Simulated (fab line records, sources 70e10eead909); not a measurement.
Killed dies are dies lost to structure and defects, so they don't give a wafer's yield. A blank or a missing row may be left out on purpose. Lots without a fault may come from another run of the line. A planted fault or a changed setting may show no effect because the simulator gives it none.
fab line records | flow nand_harc
record lots=13 wafers=39 last_day=24
route steps=1159 shown P_BONDPAD@380 A_SOURCE_PLATE@420 A_ONON_D1@427 END@1159
lots that met no fault: from a run of the same line without faults
start_h: hours from the record's first day to the start of the lot's first wafer shown | wait_h: hours since the lot's step before | " the same as in the row above | L1.1+2: a row that stands for several wafers | - no value, or no start given | * or withheld: withheld | < > ~ a bound
route shown NAME@n: a module of which the file shows steps, and the number in the route of the first | usual: mean/standard deviation of fault-free wafers | same: alike in all rows | chamber/n: place in a boat | sites: the reading at each site | _std_site: their standard deviation | _edge_site: outer sites' mean less inner sites' | radius_mm: how far each site lies from the wafer's centre | mask NAME#n: copy n | behind: the tool/chamber that last shaped the wafer | hold: why the lot was held/for how many hours/how that ended | device: the transistor (n, p or np) that didn't switch | end of line: the same wafers' tests at the end of the route | a step without rows: its recipe alone | killed: dies lost to structure and defects at the first sort, not the wafer's yield | map: a wafer's dies, x killed, . not, _ none there
set.NAME: the setting as run; set.NAME@STEP: as run at that earlier step | model.NAME: the simulator's own value behind a step, which no gauge read
steps of the route over a sample of lots; a table a step, a row a wafer
services: from which hour (start_h, from the record's first day; less than 0 if before it) a tool's chamber was out of use, for how many hours, and why
## steps
# step NHARC_P_BONDPAD_CMP_19
# recipe t_overpolish_s=30 cu_recess_touch_s=16 target_thk_nm=160.81
# usual motor_current_A=11.9/1.3 overpolish_run_s=29.999/0.0086
# columns lot.wafer tool chamber start_h wait_h motor_current_A overpolish_run_s
L327.2 cmp-03 2 141.24 - 11.0 29.995
L327.1 " 3 " " 12.5 30.012
L327.5 " 2 " " 11.0 30.010
L328.1 cmp-01 3 142.72 - 12.1 29.998
L328.4 " 0 " " 13.1 30.004
L328.5 " 2 " " 11.6 29.986
L329.4 cmp-02 1 145.52 - 13.0 29.985
L329.1 " 0 " " 11.3 30.006
L329.6 " 2 " " 10.1 30.000
L330.4 cmp-03 3 146.61 - 11.6 29.992
L330.2 " 0 " " 10.2 29.995
L330.6 " 3 " " 12.2 30.004
L331.3 cmp-03 0 155.05 - 10.5 29.998
L331.1 " 1 " " 11.1 30.001
L331.5 " 0 " " 11.1 29.981
L335.1 cmp-02 0 176.76 - 12.1 29.994
L335.6 " 1 " " 12.7 30.004
L335.5 " 2 " " 10.5 29.997
L334.2 cmp-01 1 177.40 - 14.8 30.013
L334.5 " 3 " " 11.1 29.984
L334.6 " 0 " " 13.2 30.016
L337.4 cmp-01 3 192.29 - 11.3 29.990
L337.3 " 0 " " 13.8 29.988
L337.1 " 1 " " 14.6 29.997
L339.3 cmp-01 1 213.20 - 15.2 29.994
L339.1 " 2 " " 11.7 30.000
L339.2 " 0 " " 13.5 29.997
L340.1 cmp-01 3 228.59 - 11.6 29.998
L340.4 " 0 " " 13.1 29.997
L340.6 " 2 " " 11.4 30.010
L342.1 cmp-01 2 229.30 - 12.2 29.997
L342.3 " 0 " " 13.0 29.995
L342.6 " 2 " " 11.6 30.002
L345.2 cmp-03 2 243.65 - 11.2 30.013
L345.6 " 0 " " 10.9 29.993
L345.5 " 1 " " 11.2 29.993
L350.4 cmp-02 0 275.40 - 12.9 30.000
L350.1 " 1 " " 13.5 29.994
L350.5 " 3 " " 11.6 29.989
# step NHARC_A_SOURCE_PLATE_THK_MEAS_06
# recipe thk_meas_gauge=ellipsometry
# usual thk_nm=199.8/2.2
# columns lot.wafer tool chamber start_h wait_h thk_nm
L328.1 film_metro-01 - 165.39 0.4 202.3
L328.4 " - " " 200.8
L328.5 " - " " 201.6
L327.1 film_metro-02 - 165.39 0.4 201.3
L327.2 " - " " 203.0
L327.5 " - " " 203.7
L329.1 film_metro-02 - 172.72 0.4 198.2
L329.4 " - " " 196.7
L329.6 " - " " 196.9
L330.2 film_metro-01 - 172.72 0.4 198.1
L330.4 " - " " 197.6
L330.6 " - " " 200.3
L331.1 film_metro-02 - 184.38 0.4 201.6
L331.3 " - " " 204.6
L331.5 " - " " 202.5
L335.1 film_metro-02 - 204.90 0.4 198.7
L335.5 " - " " 200.7
L335.6 " - " " 198.4
L334.2 film_metro-01 - 204.90 0.4 200.1
L334.5 " - " " 196.5
L334.6 " - " " 199.2
L337.1 film_metro-02 - 214.93 0.4 202.7
L337.3 " - " " 202.6
L337.4 " - " " 204.7
L339.1 film_metro-01 - 235.78 0.4 198.8
L339.2 " - " " 201.3
L339.3 " - " " 201.1
L340.1 film_metro-02 - 252.49 0.4 198.4
L340.4 " - " " 197.6
L340.6 " - " " 199.0
L342.1 film_metro-01 - 252.51 0.4 198.8
L342.3 " - " " 199.4
L342.6 " - " " 200.4
L345.2 film_metro-02 - 271.01 0.4 202.1
L345.5 " - " " 202.7
L345.6 " - " " 204.3
L350.1 film_metro-02 - 299.40 0.4 197.5
L350.4 " - " " 198.7
L350.5 " - " " 198.4
# step NHARC_A_ONON_D1_THK_MEAS_05
# recipe thk_meas_gauge=ellipsometry
# usual thk_nm=999/9.8
# columns lot.wafer tool chamber start_h wait_h thk_nm
L327.1 film_metro-01 - 166.59 - 1004
L327.2 " - " " 1003
L327.5 " - " " 1003
L328.1 film_metro-02 - 166.63 - 1005
L328.4 " - " " 1007
L328.5 " - " " 1006
L329.1 film_metro-01 - 173.92 - 1012
L329.4 " - " " 1015
L329.6 " - " " 1015
L330.2 film_metro-02 - 173.95 - 983
L330.4 " - " " 983
L330.6 " - " " 984
L331.1 film_metro-02 - 185.63 - 987
L331.3 " - " " 991
L331.5 " - " " 990
L335.1 film_metro-02 - 206.10 - 1005
L335.5 " - " " 1005
L335.6 " - " " 1006
L334.2 film_metro-01 - 206.12 - 1006
L334.5 " - " " 1004
L334.6 " - " " 1002
L337.1 film_metro-01 - 216.17 - 994
L337.3 " - " " 994
L337.4 " - " " 992
L339.1 film_metro-02 - 236.99 - 993
L339.2 " - " " 994
L339.3 " - " " 991
L340.1 film_metro-02 - 253.69 - 994
L340.4 " - " " 997
L340.6 " - " " 995
L342.1 film_metro-02 - 253.85 - 1014
L342.3 " - " " 1015
L342.6 " - " " 1013
L345.2 film_metro-01 - 272.23 - 1010
L345.5 " - " " 1011
L345.6 " - " " 1008
L350.1 film_metro-02 - 300.61 - 1012
L350.4 " - " " 1012
L350.5 " - " " 1010
# step NHARC_A_ONON_D1_DEP_09
# recipe target_thk_a=10000 n2_flow_sccm=2750 n2o_flow_sccm=2000 nh3_flow_sccm=500 sih4_flow_sccm=210 temp_c=400
# usual n2_flow_sccm=2750/8.9 nh3_flow_sccm=500.0/1.4
# columns lot.wafer tool chamber start_h wait_h n2_flow_sccm nh3_flow_sccm
L327.1 pecvd_onon-04 0 167.21 0.1 2744 499.1
L327.2 " 0 " " 2742 499.2
L327.5 " 0 " " 2746 498.5
L328.1 pecvd_onon-02 0 167.25 0.1 2748 500.6
L328.4 " 0 " " 2757 500.1
L328.5 " 0 " " 2755 498.8
L329.1 pecvd_onon-02 0 174.55 0.1 2760 500.3
L329.4 " 0 " " 2760 501.9
L329.6 " 0 " " 2763 499.4
L330.2 pecvd_onon-01 0 174.63 0.1 2760 499.5
L330.4 " 0 " " 2760 500.3
L330.6 " 0 " " 2743 498.3
L331.1 pecvd_onon-04 0 186.25 0.1 2754 502.1
L331.3 " 0 " " 2744 498.0
L331.5 " 0 " " 2746 499.8
L335.1 pecvd_onon-04 0 206.73 0.1 2748 502.4
L335.5 " 0 " " 2747 504.2
L335.6 " 0 " " 2740 502.2
L334.2 pecvd_onon-02 0 206.80 0.1 2752 499.4
L334.5 " 0 " " 2748 500.4
L334.6 " 0 " " 2763 497.9
L337.1 pecvd_onon-02 0 216.79 0.1 2750 502.9
L337.3 " 0 " " 2756 499.6
L337.4 " 0 " " 2756 499.6
L339.1 pecvd_onon-02 0 237.61 0.1 2760 498.1
L339.2 " 0 " " 2758 500.2
L339.3 " 0 " " 2756 500.9
L340.1 pecvd_onon-04 0 254.31 0.1 2754 501.9
L340.4 " 0 " " 2767 499.5
L340.6 " 0 " " 2759 500.8
L342.1 pecvd_onon-02 0 254.48 0.1 2757 499.7
L342.3 " 0 " " 2750 503.3
L342.6 " 0 " " 2762 500.2
L345.2 pecvd_onon-02 0 272.92 0.1 2752 498.7
L345.5 " 0 " " 2753 498.4
L345.6 " 0 " " 2761 499.9
L350.1 pecvd_onon-01 0 301.39 0.2 2763 501.4
L350.4 " 0 " " 2752 501.7
L350.5 " 0 " " 2740 500.4
# step NHARC_A_ONON_D1_THK_MEAS_11
# recipe thk_meas_gauge=ellipsometry
# usual thk_nm=1001/10
# columns lot.wafer tool chamber start_h wait_h thk_nm
L327.1 film_metro-02 - 167.72 - 1011
L327.2 " - " " 1010
L327.5 " - " " 1010
L328.1 film_metro-01 - 167.76 - 1008
L328.4 " - " " 1007
L328.5 " - " " 1009
L329.1 film_metro-02 - 175.06 - 1003
L329.4 " - " " 1003
L329.6 " - " " 1003
L330.2 film_metro-01 - 175.09 - 999
L330.4 " - " " 998
L330.6 " - " " 998
L331.1 film_metro-02 - 186.76 - 1011
L331.3 " - " " 1011
L331.5 " - " " 1010
L335.1 film_metro-02 - 207.24 - 1008
L335.5 " - " " 1009
L335.6 " - " " 1006
L334.2 film_metro-02 - 207.26 - 992
L334.5 " - " " 990
L334.6 " - " " 991
L337.1 film_metro-02 - 217.30 - 999
L337.3 " - " " 997
L337.4 " - " " 997
L339.1 film_metro-02 - 238.11 - 999
L339.2 " - " " 1001
L339.3 " - " " 998
L340.1 film_metro-02 - 254.83 - 1009
L340.4 " - " " 1008
L340.6 " - " " 1009
L342.1 film_metro-01 - 254.98 - 1536
L342.3 " - " " 1535
L342.6 " - " " 1535
L345.2 film_metro-01 - 273.37 - 1545
L345.5 " - " " 1548
L345.6 " - " " 1546
L350.1 film_metro-01 - 301.89 - 1000
L350.4 " - " " 999
L350.5 " - " " 999
# step NHARC_END_SORT_01
# recipe temp_c=25
# usual killed_at_array=26/8.6 killed_at_other=0.7/0.97 killed_at_periphery=3.2/2.2 killed_dies=30/8.9 killed_open=3.1/1.8 killed_short=2.2/1.8
# same gross_dies=677
# columns lot.wafer tool chamber start_h wait_h killed_at_array killed_at_other killed_at_periphery killed_dies killed_open killed_short
L342.1 prober-01 0 540.50 2.5 673 0 4 677 7 0
L342.3 prober-01 0 542.09 3.1 674 0 3 677 3 1
L342.6 prober-01 0 544.46 4.0 670 1 6 677 5 1
L345.2 prober-02 0 564.61 2.8 676 0 1 677 3 1
L345.5 prober-02 0 567.02 3.7 672 1 4 677 2 2
L345.6 prober-02 0 567.82 4.0 673 1 3 677 2 4
# killed by level:class
L342.1 A_ONON_D1:area_dep=644 A_CHANNEL_HOLE_D1:chamber_film_flake=23 A_CONTACT:geometric_particle:open=3 P_GATE:geometric_particle:open=1 P_M0:geometric_particle:open=1 P_M1:geometric_particle:open=1 A_CHANNEL_FILL_D1:geometric_particle:open=1 P_GATE:chamber_film_flake=1
L342.3 A_ONON_D1:area_dep=649 A_CHANNEL_HOLE_D1:chamber_film_flake=19 A_CONTACT:chamber_film_flake=4 P_ZERO_WELL:geometric_particle:open=1 P_GATE:geometric_particle:open=1 P_CONTACT:geometric_particle:open=1 A_WL_FILL:geometric_particle:short=1 A_STAIRCASE:chamber_film_flake=1
L342.6 A_ONON_D1:area_dep=650 A_CHANNEL_HOLE_D1:chamber_film_flake=12 A_CONTACT:chamber_film_flake=6 P_GATE:geometric_particle:open=3 P_M0:geometric_particle:open=1 A_ONON_D1:geometric_particle:short=1 A_CHANNEL_FILL_D1:geometric_particle:open=1 P_STI:chamber_film_flake=1
L345.2 A_ONON_D1:area_dep=647 A_CHANNEL_HOLE_D1:chamber_film_flake=7 A_SGD_CUT:chamber_film_flake=7 A_CONTACT:chamber_film_flake=7 A_SLIT:chamber_film_flake=2 A_WL_FILL:chamber_film_flake=2 A_CHANNEL_FILL_D1:geometric_particle:open=1 A_WL_FILL:geometric_particle:short=1
L345.5 A_ONON_D1:area_dep=651 A_SGD_CUT:chamber_film_flake=7 A_CHANNEL_HOLE_D1:chamber_film_flake=5 A_CONTACT:chamber_film_flake=4 A_SLIT:chamber_film_flake=3 P_M0:geometric_particle:open=1 P_M1:geometric_particle:short=1 A_CHANNEL_HOLE_D1:geometric_particle:open=1
L345.6 A_ONON_D1:area_dep=652 A_SGD_CUT:chamber_film_flake=5 A_SLIT:chamber_film_flake=5 A_CHANNEL_HOLE_D1:chamber_film_flake=4 A_WL_FILL:geometric_particle:short=2 P_GATE:chamber_film_flake=2 P_M1:geometric_particle:short=1 A_CHANNEL_FILL_D1:geometric_particle:short=1
## services
# columns tool chamber start_h hours kind
cmp-02 - 130.50 4.0 pm
cmp-02 - 134.50 - consumable_replace:conditioner
cmp-02 - 134.50 - consumable_replace:pad
cmp-02 - 152.34 5.7 repair
cmp-03 - 156.00 4.0 pm
cmp-03 - 160.00 - consumable_replace:conditioner
cmp-03 - 160.00 - consumable_replace:pad
cmp-01 - 179.51 4.0 pm
cmp-01 - 183.51 - consumable_replace:conditioner
cmp-01 - 183.51 - consumable_replace:pad
pecvd_onon-01 - 195.00 13.0 pm
cmp-02 - 228.50 4.0 pm
cmp-02 - 232.50 - consumable_replace:conditioner
cmp-02 - 232.50 - consumable_replace:pad
pecvd_onon-04 - 237.00 13.0 pm
cmp-01 - 238.76 4.7 repair
cmp-03 - 254.00 4.0 pm
cmp-03 - 258.00 - consumable_replace:conditioner
cmp-03 - 258.00 - consumable_replace:pad
cmp-01 - 277.51 4.0 pm
cmp-01 - 281.51 - consumable_replace:conditioner
cmp-01 - 281.51 - consumable_replace:pad
cmp-01 - 286.11 1.4 repair
pecvd_onon-02 - 292.00 13.0 pm
## key
first_sign step=NHARC_A_ONON_D1_THK_MEAS_11 reading=thk_nm direction=up sigmas=53 usual=1001 struck=1541
effect step=NHARC_END_SORT_01 reading=killed_at_array direction=up sigmas=75 usual=26 struck=673
more_kills_born_at NHARC_A_ONON_D1_DEP_09@pecvd_onon-02=3893
met_at NHARC_A_ONON_D1_DEP_09
struck_lots L342,L345
later_rows_left_out L342.1,L342.3,L342.6,L345.2,L345.5,L345.6
tester_left_out L342,L345
not_acting_at NHARC_P_BONDPAD_CMP_19,NHARC_A_SOURCE_PLATE_THK_MEAS_06,NHARC_A_ONON_D1_THK_MEAS_05
onset_between 237.61 254.48
fault kind=process_parameter_drift tool=pecvd_onon-02 chamber=- onset_h=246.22 steps=NHARC_A_ONON_D1_DEP_09 channel=target_thk_a offset=* shape=step end_h=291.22 acts_in=* stated=*
# tester_left_out: of these lots the tester's yield and bins aren't shown, on N5 and GAA mostly nor the transistor test; their killed dies are dies lost to structure and defects alone, not to doping, threshold or leakage, so they don't give the yield
# later_rows_left_out: the simulator's readings of these wafers behind a module that went badly wrong aren't trusted and aren't shown, but for the sort
